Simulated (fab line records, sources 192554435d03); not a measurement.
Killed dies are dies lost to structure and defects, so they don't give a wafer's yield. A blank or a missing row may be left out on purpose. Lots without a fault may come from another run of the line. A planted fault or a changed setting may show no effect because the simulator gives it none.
One fault seen from 2 desks | flow n5_finfet | each desk has only its own numbers; what lay behind them comes last

THE METROLOGY DESK
What the gauges read, lot by lot, whatever tool the lot ran on: means of the sampled wafers that have a number. A lot is out of limits, marked OUT, if its mean lies more than 4 standard deviations from the usual mean; the brackets give that distance. Of its 10 readings 7 are shown: those that lie furthest out on some lot.
Columns: A = DIBL_N at N5_BEOL_M4_RC_MEAS_101, usual 36.3 mV/V; B = IOFF_P at N5_BEOL_M4_RC_MEAS_101, usual 0.21 nA/um; C = ION_N at N5_BEOL_M4_RC_MEAS_101, usual 675 uA/um; D = ION_P at N5_BEOL_M4_RC_MEAS_101, usual 462 uA/um; E = SS_N at N5_BEOL_M4_RC_MEAS_101, usual 71.6 mV/dec; F = VT_N at N5_BEOL_M4_RC_MEAS_101, usual 249 mV; G = VT_P at N5_BEOL_M4_RC_MEAS_101, usual -250 mV
lot  | first seen here | A    | B    | C   | D   | E    | F   | G
L689 | day 9 06:01     | 37.5 | 0.25 | 678 | 466 | 71.5 | 249 | -247
L690 | day 9 15:44     | 34.6 | 0.20 | 658 | 457 | 71.7 | 251 | -251
L695 | day 11 11:08    | 37.8 | 0.22 | 674 | 461 | 72.3 | 250 | -249
L705 | day 13 10:15    | 34.2 | 0.18 | 667 | 456 | 71.0 | 253 | -253
This desk's finding: nothing out of limits on any of the 4 lots.

THE TOOL OWNER'S DESK: rie_si-04
The tool's own readings at N5_BEOL_M0_SAQP_MANDREL_ETCH_20 (etches a-Si in HBr/Cl2, stops on SiNx, target depth 60 nm, bt time 10 s, time 30 s): means of the sampled wafers that have a number, for each lot that ran on this tool. A lot is out of limits, marked OUT, if its mean lies more than 4 standard deviations from the usual mean; the brackets give that distance.
Columns: A = chamber_pressure_mTorr at N5_BEOL_M0_SAQP_MANDREL_ETCH_20, usual 10.000 mTorr; B = drypump_motor_current_A at N5_BEOL_M0_SAQP_MANDREL_ETCH_20, usual 6.0 A; C = oes_product_au at N5_BEOL_M0_SAQP_MANDREL_ETCH_20, usual 0.774 a.u.; D = rf_fwd_power_W at N5_BEOL_M0_SAQP_MANDREL_ETCH_20, usual 795.6 W; E = throttle_valve_pct at N5_BEOL_M0_SAQP_MANDREL_ETCH_20, usual 35.3 %
lot  | first seen here | A      | B   | C     | D     | E
L689 | day 7 05:34     | 10.006 | 6.5 | 0.767 | 793.9 | 35.4
L690 | day 7 11:44     | 9.997  | 5.9 | 0.767 | 794.0 | 35.5
L695 | day 8 15:17     | 10.009 | 6.1 | 0.752 | 793.0 | 35.4
This desk's finding: nothing out of limits on any of the 3 lots.

PUT TOGETHER
The metrology desk saw nothing out of limits.
The tool owner's desk saw nothing out of limits.

WHAT THE SIMULATOR HAD PUT IN
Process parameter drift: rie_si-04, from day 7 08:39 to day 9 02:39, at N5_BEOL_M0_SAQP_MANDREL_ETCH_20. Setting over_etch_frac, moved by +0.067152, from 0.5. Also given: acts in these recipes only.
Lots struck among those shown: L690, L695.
